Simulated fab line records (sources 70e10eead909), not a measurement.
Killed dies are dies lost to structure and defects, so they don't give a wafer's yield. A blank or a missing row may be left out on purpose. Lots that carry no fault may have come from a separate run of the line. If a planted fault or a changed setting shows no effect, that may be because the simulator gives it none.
Problem report, 8D (eight disciplines) form, completed by code	flow nand harc	the parts of the form that need people (team, actions taken, sign-off) are left out

## 1. PROBLEM STATEMENT
NHARC_END_SORT_01, killed at array: mean 241 over 1 wafer from 1 lot; wafers with no fault: 25, standard deviation 9.2. Relative to the usual mean, that is a shift of +23 standard deviations.
Earliest sighting: wafer L440.4 on prober-02 at day 24 02:05. At this step, 9 wafers from 3 lots have a number in the record. Rule for "out", or "out of limits": more than 4 standard deviations from the usual mean. The other wafers with a number count as sound.

## 2. WHAT IT IS AND WHAT IT IS NOT
question	is	is not
which readings at this step	killed at array, killed dies	killed at other, killed at periphery, killed open, killed short
which lots	L440	L431, L432
which wafers of those lots	L440.4	L440.1, L440.6
read on which gauges	prober-02	prober-01
when	from day 24 02:05	up to then (7 sound wafers); but 1 sound wafer of L440 came after

## 3. THE SUSPECTS, EACH WITH WHAT RULES IT OUT
Counting: any tool at a process step up to the reading remains a suspect provided it ran every lot that is out. Sound lots after the first of them don't rule it out here, since some wafers of a struck lot are sound.
- the gauge at NHARC_END_SORT_01 is ruled out. All the wafers that are out were read on prober-02, but those of them that NHARC_A_CONTACT_ETCH_106 has rows for are out there too, on other tools.
- har cap etch-01 at NHARC_A_CONTACT_ETCH_132 (etches the open film in C4F8/O2/Ar, time 156 s, target depth 958 nm): kept. The lot that is out, L440, ran on it at day 21 11:47; the last sound lot it ran before that was L432, at day 19 21:40.
- rie diel-13 at NHARC_A_CONTACT_ETCH_106 (etches the open film in CF4/O2, target depth 60 nm, overetch 6 nm, time 33 s): kept. It ran the lot that is out, L440 (day 21 13:00). On those wafers its own readings are out: run length s.
- acl dep-02 at NHARC_A_CONTACT_DEP_84 (deposits aC, target thk 2000 nm): kept. It ran the lot that is out, L440 (day 21 14:16).
- pecvd-02 at NHARC_A_CONTACT_DEP_85 (deposits SiON, target thk 50 nm): kept. The lot that is out, L440, ran on it at day 21 15:35; the last sound lot it ran before that was L431, at day 20 08:15.
- rie diel-13, NHARC_A_CONTACT_ETCH_106: wafers that are out in chamber 1, sound lot-mates in chambers 2, 3.
- The sound lot-mates ran in chamber 1 of pecvd-02 at NHARC_A_CONTACT_DEP_85, but the wafers that are out ran in chamber 2.
Left after counting: har cap etch-01 at NHARC_A_CONTACT_ETCH_132, rie diel-13 at NHARC_A_CONTACT_ETCH_106, acl dep-02 at NHARC_A_CONTACT_DEP_84, pecvd-02 at NHARC_A_CONTACT_DEP_85.

## 4. THE CAUSE (what the simulator had put in)
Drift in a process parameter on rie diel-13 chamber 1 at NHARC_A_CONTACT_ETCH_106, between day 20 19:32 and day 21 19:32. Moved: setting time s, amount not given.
4 suspects survive the count, and this tool is in that group.

## 5. SEQUENCE OF EFFECTS, ordered by route
Each row: a reading where the mean over the struck wafers with a number is more than 3 standard deviations away from the usual. Scope: only readings with a usual standard deviation given in the record; hours: median across lots of the time from each lot's start at the first step in this table that gives one to its start at this step; sigmas: change in usual standard deviations.
hours	step	reading	usual	on struck wafers	change	sigmas
0	NHARC_A_CONTACT_ETCH_106	run length s	54.2 s	51.3	-2.9	-7.4
1	NHARC_A_CONTACT_DEP_84	throttle valve pct	35.002 %	34.971	-0.031	-3.4
61	NHARC_END_SORT_01	killed at array	25	241	+216	+23
61	NHARC_END_SORT_01	killed dies	30	247	+217	+22
Here are the process steps it includes:
- NHARC_A_CONTACT_ETCH_106: etches the open film in CF4/O2, target depth 60 nm, overetch 6 nm, time 33 s.
- NHARC_A_CONTACT_DEP_84: deposits aC, target thk 2000 nm.

## 6. HOW IT WOULD HAVE BEEN CAUGHT EARLIER
79 hours passed between the start of the fault at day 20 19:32 and the first reading out of limits at a measuring or inspecting step in this record, taken at day 24 02:05.
At NHARC_A_CONTACT_ETCH_106, the tool's own readings (run length s) were out on each struck wafer the step has a row for, so an alarm limit on them would have fired on the first such wafer.
All the lots that are out (1) had begun NHARC_A_CONTACT_ETCH_106 on rie diel-13 by day 24 02:05. Tool hold at that time: it would have spared none of them.
